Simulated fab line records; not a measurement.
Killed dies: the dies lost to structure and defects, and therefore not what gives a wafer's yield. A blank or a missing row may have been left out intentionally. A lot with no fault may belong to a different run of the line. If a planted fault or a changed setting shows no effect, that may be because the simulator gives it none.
Which tool did it? / flow n5 finfet / 24 lots with 72 wafers sampled at 4 steps, on a route of 1938 steps

WHAT EACH GAUGE READ, for each wafer
N5_FIN_SAQP_INSPECT_18: inspects for defects (brightfield). Usual: 395 for raw defect count, sd 110.
lot=L074; measured=day 1 21:50; on=defect inspect-01; raw defect count=402 408 617; flag=
lot=L075; measured=day 2 03:26; on=defect inspect-02; raw defect count=294 334 388; flag=
lot=L076; measured=day 2 10:02; on=defect inspect-01; raw defect count=331 291 394; flag=
lot=L077; measured=day 2 15:42; on=defect inspect-01; raw defect count=581 673 396; flag=
lot=L078; measured=day 2 22:10; on=defect inspect-01; raw defect count=365 449 389; flag=
lot=L079; measured=day 3 04:32; on=defect inspect-01; raw defect count=218 311 309; flag=
lot=L080; measured=day 3 10:14; on=defect inspect-01; raw defect count=413 400 314; flag=
lot=L081; measured=day 3 15:57; on=defect inspect-01; raw defect count=427 536 370; flag=
lot=L082; measured=day 3 22:45; on=defect inspect-01; raw defect count=465 413 377; flag=
lot=L083; measured=day 4 05:18; on=defect inspect-01; raw defect count=309 297 390; flag=
lot=L084; measured=day 4 11:31; on=defect inspect-01; raw defect count=504 374 352; flag=
lot=L085; measured=day 4 16:23; on=defect inspect-01; raw defect count=454 555 609; flag=
lot=L086; measured=day 4 22:41; on=defect inspect-02; raw defect count=467 534 438; flag=
lot=L087; measured=day 5 06:11; on=defect inspect-01; raw defect count=427 416 443; flag=
lot=L088; measured=day 5 10:48; on=defect inspect-02; raw defect count=317 271 304; flag=
lot=L089; measured=day 5 17:53; on=defect inspect-01; raw defect count=330 306 431; flag=
lot=L090; measured=day 5 22:14; on=defect inspect-02; raw defect count=565 606 482; flag=
lot=L091; measured=day 6 04:13; on=defect inspect-01; raw defect count=388 426 358; flag=
lot=L092; measured=day 6 11:11; on=defect inspect-02; raw defect count=621 646 708; flag=
lot=L093; measured=day 6 16:13; on=defect inspect-02; raw defect count=332 300 293; flag=
lot=L094; measured=day 6 23:06; on=defect inspect-01; raw defect count=349 286 302; flag=
lot=L095; measured=day 7 04:30; on=defect inspect-02; raw defect count=458 402 337; flag=
lot=L096; measured=day 7 12:30; on=defect inspect-01; raw defect count=450 314 291; flag=
lot=L097; measured=day 7 18:14; on=defect inspect-01; raw defect count=498 358 434; flag=

N5_FIN_SAQP_INSPECT_40: inspects for defects (brightfield). Usual: 233 for raw defect count, sd 77.
lot=L074; measured=day 2 02:55; on=defect inspect-01; raw defect count=243 211 268; flag=
lot=L075; measured=day 2 07:56; on=defect inspect-01; raw defect count=115 178 242; flag=
lot=L076; measured=day 2 14:29; on=defect inspect-02; raw defect count=231 184 255; flag=
lot=L077; measured=day 2 20:18; on=defect inspect-01; raw defect count=240 143 172; flag=
lot=L078; measured=day 3 02:47; on=defect inspect-02; raw defect count=354 397 379; flag=
lot=L079; measured=day 3 08:59; on=defect inspect-02; raw defect count=111 289 197; flag=
lot=L080; measured=day 3 14:35; on=defect inspect-02; raw defect count=309 255 261; flag=
lot=L081; measured=day 3 20:49; on=defect inspect-01; raw defect count=268 268 196; flag=
lot=L082; measured=day 4 03:02; on=defect inspect-02; raw defect count=315 277 289; flag=
lot=L083; measured=day 4 10:01; on=defect inspect-01; raw defect count=213 227 242; flag=
lot=L084; measured=day 4 17:15; on=defect inspect-02; raw defect count=251 256 159; flag=
lot=L085; measured=day 4 21:39; on=defect inspect-01; raw defect count=202 291 264; flag=
lot=L086; measured=day 5 05:34; on=defect inspect-02; raw defect count=297 337 373; flag=
lot=L087; measured=day 5 12:59; on=defect inspect-01; raw defect count=261 258 171; flag=
lot=L088; measured=day 5 15:34; on=defect inspect-02; raw defect count=222 190 213; flag=
lot=L089; measured=day 5 23:11; on=defect inspect-02; raw defect count=113 127 125; flag=
lot=L090; measured=day 6 02:29; on=defect inspect-01; raw defect count=214 202 301; flag=
lot=L091; measured=day 6 10:10; on=defect inspect-01; raw defect count=214 131 180; flag=
lot=L092; measured=day 6 16:20; on=defect inspect-01; raw defect count=300 293 409; flag=
lot=L093; measured=day 6 21:11; on=defect inspect-02; raw defect count=236 220 230; flag=
lot=L094; measured=day 7 04:07; on=defect inspect-02; raw defect count=277 240 218; flag=
lot=L095; measured=day 7 09:58; on=defect inspect-02; raw defect count=141 118 180; flag=
lot=L096; measured=day 7 17:16; on=defect inspect-01; raw defect count=257 214 248; flag=
lot=L097; measured=day 7 23:19; on=defect inspect-02; raw defect count=270 220 358; flag=

WHICH TOOL RAN EACH LOT (tool, then ch and the chambers of the sampled wafers, then the start)
lot=L074; N5_FIN_SAQP_RECESS_75=vapor etch-02 ch 0,1, day 1 22:37; N5_FIN_SAQP_ETCH_67=rie diel-03 ch 0,1,3, day 2 01:31
lot=L075; N5_FIN_SAQP_RECESS_75=vapor etch-02 ch 0,1, day 2 04:22; N5_FIN_SAQP_ETCH_67=rie diel-03 ch 0,1, day 2 06:35
lot=L076; N5_FIN_SAQP_RECESS_75=vapor etch-02 ch 0,1, day 2 10:46; N5_FIN_SAQP_ETCH_67=rie diel-02 ch 0,1,2, day 2 13:08
lot=L077; N5_FIN_SAQP_RECESS_75=vapor etch-01 ch 0,1, day 2 16:35; N5_FIN_SAQP_ETCH_67=rie diel-02 ch 0,3, day 2 18:44
lot=L078; N5_FIN_SAQP_RECESS_75=vapor etch-02 ch 0,1, day 2 23:14; N5_FIN_SAQP_ETCH_67=rie diel-03 ch 0,2,3, day 3 01:21
lot=L079; N5_FIN_SAQP_RECESS_75=vapor etch-02 ch 0,1, day 3 05:17; N5_FIN_SAQP_ETCH_67=rie diel-05 ch 0,2,3, day 3 07:27
lot=L080; N5_FIN_SAQP_RECESS_75=vapor etch-02 ch 0,1, day 3 11:08; N5_FIN_SAQP_ETCH_67=rie diel-02 ch 1,3, day 3 13:13
lot=L081; N5_FIN_SAQP_RECESS_75=vapor etch-01 ch 0,1, day 3 17:01; N5_FIN_SAQP_ETCH_67=rie diel-02 ch 0,1, day 3 19:28
lot=L082; N5_FIN_SAQP_RECESS_75=vapor etch-01 ch 0,1, day 3 23:37; N5_FIN_SAQP_ETCH_67=rie diel-02 ch 1,2, day 4 01:41
lot=L083; N5_FIN_SAQP_RECESS_75=vapor etch-02 ch 0,1, day 4 06:10; N5_FIN_SAQP_ETCH_67=rie diel-03 ch 1,2,3, day 4 08:15
lot=L084; N5_FIN_SAQP_RECESS_75=vapor etch-01 ch 0,1, day 4 12:28; N5_FIN_SAQP_ETCH_67=rie diel-02 ch 1,2,3, day 4 15:34
lot=L085; N5_FIN_SAQP_RECESS_75=vapor etch-02 ch 1, day 4 17:27; N5_FIN_SAQP_ETCH_67=rie diel-03 ch 1,2,3, day 4 19:32
lot=L086; N5_FIN_SAQP_RECESS_75=vapor etch-01 ch 0,1, day 4 23:39; N5_FIN_SAQP_ETCH_67=rie diel-05 ch 1,2, day 5 01:50
lot=L087; N5_FIN_SAQP_RECESS_75=vapor etch-02 ch 0,1, day 5 07:07; N5_FIN_SAQP_ETCH_67=rie diel-02 ch 1,2, day 5 09:15
lot=L088; N5_FIN_SAQP_RECESS_75=vapor etch-01 ch 0,1, day 5 11:32; N5_FIN_SAQP_ETCH_67=rie diel-05 ch 1,3, day 5 14:10
lot=L089; N5_FIN_SAQP_RECESS_75=vapor etch-01 ch 0,1, day 5 18:46; N5_FIN_SAQP_ETCH_67=rie diel-03 ch 0,2,3, day 5 21:00
lot=L090; N5_FIN_SAQP_RECESS_75=vapor etch-01 ch 0,1, day 5 22:58; N5_FIN_SAQP_ETCH_67=rie diel-05 ch 0,1,3, day 6 01:08
lot=L091; N5_FIN_SAQP_RECESS_75=vapor etch-01 ch 0,1, day 6 04:58; N5_FIN_SAQP_ETCH_67=rie diel-02 ch 2,3, day 6 08:25
lot=L092; N5_FIN_SAQP_RECESS_75=vapor etch-02 ch 0,1, day 6 12:32; N5_FIN_SAQP_ETCH_67=rie diel-03 ch 1,2,3, day 6 14:55
lot=L093; N5_FIN_SAQP_RECESS_75=vapor etch-02 ch 0,1, day 6 17:15; N5_FIN_SAQP_ETCH_67=rie diel-03 ch 1,2,3, day 6 19:50
lot=L094; N5_FIN_SAQP_RECESS_75=vapor etch-01 ch 0,1, day 7 00:06; N5_FIN_SAQP_ETCH_67=rie diel-03 ch 1,2, day 7 02:15
lot=L095; N5_FIN_SAQP_RECESS_75=vapor etch-02 ch 0,1, day 7 05:14; N5_FIN_SAQP_ETCH_67=rie diel-05 ch 0,2,3, day 7 08:33
lot=L096; N5_FIN_SAQP_RECESS_75=vapor etch-02 ch 0,1, day 7 13:31; N5_FIN_SAQP_ETCH_67=rie diel-03 ch 0,2,3, day 7 15:46
lot=L097; N5_FIN_SAQP_RECESS_75=vapor etch-01 ch 0,1, day 7 19:13; N5_FIN_SAQP_ETCH_67=rie diel-05 ch 0,1,3, day 7 21:48
- N5_FIN_SAQP_RECESS_75: chemistry HF/NH3, target SiO2, target depth 14.4 nm, afs cycles 3, sublimation time 60 s.
- N5_FIN_SAQP_ETCH_67: etches SiNx in CH3F/O2, target depth 30 nm.

AS READ BY THE TOOLS THEMSELVES (means over the sampled wafers that have a number; for cases with no such wafer, the mark the record gives instead)
N5_FIN_SAQP_RECESS_75. Usual: drypump motor current A 5.86 A, standard deviation 0.23; sublimation temp c 179.99 C, standard deviation 0.14.
lot=L074; tool=vapor etch-02; drypump motor current A (A)=6.07; sublimation temp c (C)=180.01; flag=
lot=L075; tool=vapor etch-02; drypump motor current A (A)=6.06; sublimation temp c (C)=180.02; flag=
lot=L076; tool=vapor etch-02; drypump motor current A (A)=6.05; sublimation temp c (C)=179.97; flag=
lot=L077; tool=vapor etch-01; drypump motor current A (A)=5.65; sublimation temp c (C)=179.96; flag=
lot=L078; tool=vapor etch-02; drypump motor current A (A)=6.08; sublimation temp c (C)=179.99; flag=
lot=L079; tool=vapor etch-02; drypump motor current A (A)=6.03; sublimation temp c (C)=179.96; flag=
lot=L080; tool=vapor etch-02; drypump motor current A (A)=6.08; sublimation temp c (C)=179.90; flag=
lot=L081; tool=vapor etch-01; drypump motor current A (A)=5.60; sublimation temp c (C)=180.08; flag=
lot=L082; tool=vapor etch-01; drypump motor current A (A)=5.65; sublimation temp c (C)=179.74; flag=
lot=L083; tool=vapor etch-02; drypump motor current A (A)=6.02; sublimation temp c (C)=179.97; flag=
lot=L084; tool=vapor etch-01; drypump motor current A (A)=5.64; sublimation temp c (C)=180.05; flag=
lot=L085; tool=vapor etch-02; drypump motor current A (A)=6.11; sublimation temp c (C)=179.92; flag=
lot=L086; tool=vapor etch-01; drypump motor current A (A)=5.61; sublimation temp c (C)=179.97; flag=
lot=L087; tool=vapor etch-02; drypump motor current A (A)=6.08; sublimation temp c (C)=179.76; flag=
lot=L088; tool=vapor etch-01; drypump motor current A (A)=5.64; sublimation temp c (C)=179.85; flag=
lot=L089; tool=vapor etch-01; drypump motor current A (A)=5.65; sublimation temp c (C)=179.96; flag=
lot=L090; tool=vapor etch-01; drypump motor current A (A)=5.60; sublimation temp c (C)=180.27; flag=
lot=L091; tool=vapor etch-01; drypump motor current A (A)=5.65; sublimation temp c (C)=180.10; flag=
lot=L092; tool=vapor etch-02; drypump motor current A (A)=6.07; sublimation temp c (C)=180.03; flag=
lot=L093; tool=vapor etch-02; drypump motor current A (A)=6.03; sublimation temp c (C)=179.93; flag=
lot=L094; tool=vapor etch-01; drypump motor current A (A)=5.60; sublimation temp c (C)=180.11; flag=
lot=L095; tool=vapor etch-02; drypump motor current A (A)=6.09; sublimation temp c (C)=179.88; flag=
lot=L096; tool=vapor etch-02; drypump motor current A (A)=6.05; sublimation temp c (C)=180.01; flag=
lot=L097; tool=vapor etch-01; drypump motor current A (A)=5.66; sublimation temp c (C)=180.07; flag=

N5_FIN_SAQP_ETCH_67. Usual: O2_flow_sccm 20.00 sccm, standard deviation 0.061; drypump motor current A 5.9 A, standard deviation 0.41; oes product au 0.75 a.u., standard deviation 0.068; rf vpp V 297 V, standard deviation 6.6; showerhead plenum p Torr 2.00 Torr, standard deviation 0.067; throttle valve pct 16.39 %, standard deviation 0.16.
lot=L074; tool=rie diel-03; O2_flow_sccm (sccm)=20.04; drypump motor current A (A)=6.2; oes product au (a.u.)=0.77; rf vpp V (V)=291; showerhead plenum p Torr (Torr)=2.00; throttle valve pct (%)=16.29; flag=
lot=L075; tool=rie diel-03; O2_flow_sccm (sccm)=19.99; drypump motor current A (A)=6.3; oes product au (a.u.)=0.79; rf vpp V (V)=290; showerhead plenum p Torr (Torr)=2.01; throttle valve pct (%)=16.36; flag=
lot=L076; tool=rie diel-02; O2_flow_sccm (sccm)=19.96; drypump motor current A (A)=5.8; oes product au (a.u.)=0.76; rf vpp V (V)=305; showerhead plenum p Torr (Torr)=1.98; throttle valve pct (%)=16.40; flag=
lot=L077; tool=rie diel-02; O2_flow_sccm (sccm)=20.02; drypump motor current A (A)=6.1; oes product au (a.u.)=0.92; rf vpp V (V)=296; showerhead plenum p Torr (Torr)=1.92; throttle valve pct (%)=16.31; flag=
lot=L078; tool=rie diel-03; O2_flow_sccm (sccm)=20.04; drypump motor current A (A)=5.9; oes product au (a.u.)=0.71; rf vpp V (V)=291; showerhead plenum p Torr (Torr)=1.99; throttle valve pct (%)=16.31; flag=
lot=L079; tool=rie diel-05; O2_flow_sccm (sccm)=20.00; drypump motor current A (A)=5.9; oes product au (a.u.)=0.74; rf vpp V (V)=301; showerhead plenum p Torr (Torr)=2.05; throttle valve pct (%)=16.40; flag=
lot=L080; tool=rie diel-02; O2_flow_sccm (sccm)=20.01; drypump motor current A (A)=5.6; oes product au (a.u.)=0.83; rf vpp V (V)=299; showerhead plenum p Torr (Torr)=2.06; throttle valve pct (%)=16.25; flag=
lot=L081; tool=rie diel-02; O2_flow_sccm (sccm)=19.95; drypump motor current A (A)=6.0; oes product au (a.u.)=0.78; rf vpp V (V)=301; showerhead plenum p Torr (Torr)=1.94; throttle valve pct (%)=16.37; flag=
lot=L082; tool=rie diel-02; O2_flow_sccm (sccm)=20.05; drypump motor current A (A)=5.5; oes product au (a.u.)=0.74; rf vpp V (V)=305; showerhead plenum p Torr (Torr)=2.06; throttle valve pct (%)=16.35; flag=
lot=L083; tool=rie diel-03; O2_flow_sccm (sccm)=19.97; drypump motor current A (A)=5.9; oes product au (a.u.)=0.74; rf vpp V (V)=290; showerhead plenum p Torr (Torr)=2.00; throttle valve pct (%)=16.30; flag=
lot=L084; tool=rie diel-02; O2_flow_sccm (sccm)=20.05; drypump motor current A (A)=5.7; oes product au (a.u.)=0.80; rf vpp V (V)=303; showerhead plenum p Torr (Torr)=2.01; throttle valve pct (%)=16.36; flag=
lot=L085; tool=rie diel-03; O2_flow_sccm (sccm)=20.01; drypump motor current A (A)=5.9; oes product au (a.u.)=0.75; rf vpp V (V)=290; showerhead plenum p Torr (Torr)=2.00; throttle valve pct (%)=16.30; flag=
lot=L086; tool=rie diel-05; O2_flow_sccm (sccm)=19.95; drypump motor current A (A)=5.4; oes product au (a.u.)=0.70; rf vpp V (V)=305; showerhead plenum p Torr (Torr)=2.01; throttle valve pct (%)=16.48; flag=
lot=L087; tool=rie diel-02; O2_flow_sccm (sccm)=19.98; drypump motor current A (A)=5.7; oes product au (a.u.)=0.72; rf vpp V (V)=308; showerhead plenum p Torr (Torr)=2.01; throttle valve pct (%)=16.48; flag=
lot=L088; tool=rie diel-05; O2_flow_sccm (sccm)=19.98; drypump motor current A (A)=6.0; oes product au (a.u.)=0.72; rf vpp V (V)=300; showerhead plenum p Torr (Torr)=2.08; throttle valve pct (%)=16.63; flag=
lot=L089; tool=rie diel-03; O2_flow_sccm (sccm)=20.03; drypump motor current A (A)=5.9; oes product au (a.u.)=0.70; rf vpp V (V)=292; showerhead plenum p Torr (Torr)=1.98; throttle valve pct (%)=16.35; flag=
lot=L090; tool=rie diel-05; O2_flow_sccm (sccm)=19.94; drypump motor current A (A)=5.8; oes product au (a.u.)=0.72; rf vpp V (V)=299; showerhead plenum p Torr (Torr)=2.07; throttle valve pct (%)=16.52; flag=
lot=L091; tool=rie diel-02; O2_flow_sccm (sccm)=19.98; drypump motor current A (A)=5.9; oes product au (a.u.)=0.75; rf vpp V (V)=304; showerhead plenum p Torr (Torr)=1.96; throttle valve pct (%)=16.50; flag=
lot=L092; tool=rie diel-03; O2_flow_sccm (sccm)=20.02; drypump motor current A (A)=5.9; oes product au (a.u.)=0.73; rf vpp V (V)=290; showerhead plenum p Torr (Torr)=1.99; throttle valve pct (%)=16.31; flag=
lot=L093; tool=rie diel-03; O2_flow_sccm (sccm)=19.97; drypump motor current A (A)=5.9; oes product au (a.u.)=0.73; rf vpp V (V)=290; showerhead plenum p Torr (Torr)=1.99; throttle valve pct (%)=16.32; flag=
lot=L094; tool=rie diel-03; O2_flow_sccm (sccm)=19.98; drypump motor current A (A)=5.8; oes product au (a.u.)=0.72; rf vpp V (V)=290; showerhead plenum p Torr (Torr)=1.99; throttle valve pct (%)=16.41; flag=
lot=L095; tool=rie diel-05; O2_flow_sccm (sccm)=20.02; drypump motor current A (A)=5.9; oes product au (a.u.)=0.80; rf vpp V (V)=301; showerhead plenum p Torr (Torr)=2.03; throttle valve pct (%)=16.31; flag=
lot=L096; tool=rie diel-03; O2_flow_sccm (sccm)=19.94; drypump motor current A (A)=5.9; oes product au (a.u.)=0.70; rf vpp V (V)=290; showerhead plenum p Torr (Torr)=1.97; throttle valve pct (%)=16.38; flag=
lot=L097; tool=rie diel-05; O2_flow_sccm (sccm)=19.98; drypump motor current A (A)=5.8; oes product au (a.u.)=0.72; rf vpp V (V)=299; showerhead plenum p Torr (Torr)=2.07; throttle valve pct (%)=16.55; flag=

THE ANSWER, worked out from the rows above alone
Rule: a lot is off if the mean of its wafers that have a number lies more than 3 standard deviations from the usual mean. Also off: a lot with no number at a reading for which 4 or more lots have one. Where the step has rows for the other lots, those lots are counted as sound. Order of review: gauges by route order, followed by the tools' own readings, for which a lot's mean as printed above is used. At the first step where some lot is off, the reading lying furthest off is the one used; lots without a number count as furthest.
No lot is off at any reading shown: from this, nothing can be told.

WHAT WAS PUT IN BY THE SIMULATOR
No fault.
